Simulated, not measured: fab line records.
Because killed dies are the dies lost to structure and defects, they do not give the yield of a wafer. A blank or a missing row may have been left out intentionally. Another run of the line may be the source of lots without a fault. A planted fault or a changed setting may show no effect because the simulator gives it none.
Chamber matching -- flow nandHarc -- 4 sister chambers for NHARC_A_STAIRCASE_ETCHBACK_157 on rieDiel-01
The step etches the open film in CH3F/O2, target depth 90 nm, time 167.14 s. 4 wafers are shown with their chamber, then 7 later ones without.

== WAFERS, EACH WITH ITS CHAMBER ==
wafer,chamber,showerheadPlenumPTorr (Torr)
L083.2,0,2.47
L083.6,3,2.30
L092.1,1,2.52
L092.2,2,2.39

== WAFERS WITH NO CHAMBER GIVEN ==
wafer,showerheadPlenumPTorr (Torr)
L092.5,2.47
L091.2,2.29
L091.5,2.46
L091.6,2.51
L096.1,2.29
L096.2,2.39
L096.5,2.39

== EACH ONE'S CHAMBER ==
wafer,from the rows above,in truth
L092.5,0,0
L091.2,3,3
L091.5,0,0
L091.6,1,1
L096.1,3,3
L096.2,2,2
L096.5,2,2
Placed correctly: 7 of 7. Number that these rows cannot place: 0. Number placed wrongly: 0.
How it was worked out, from the rows above alone: a wafer's distance from a chamber is the root of the sum, over the readings, of the square of ((its reading less the chamber's mean) divided by the reading's scatter). If the next closest chamber is less than 2 further off than the closest, the wafer can't be placed; otherwise it belongs to the closest. A chamber's mean is the mean of its shown wafers. The scatter: root of mean squared gap, hidden wafer to nearest shown wafer, with one shown wafer a chamber.
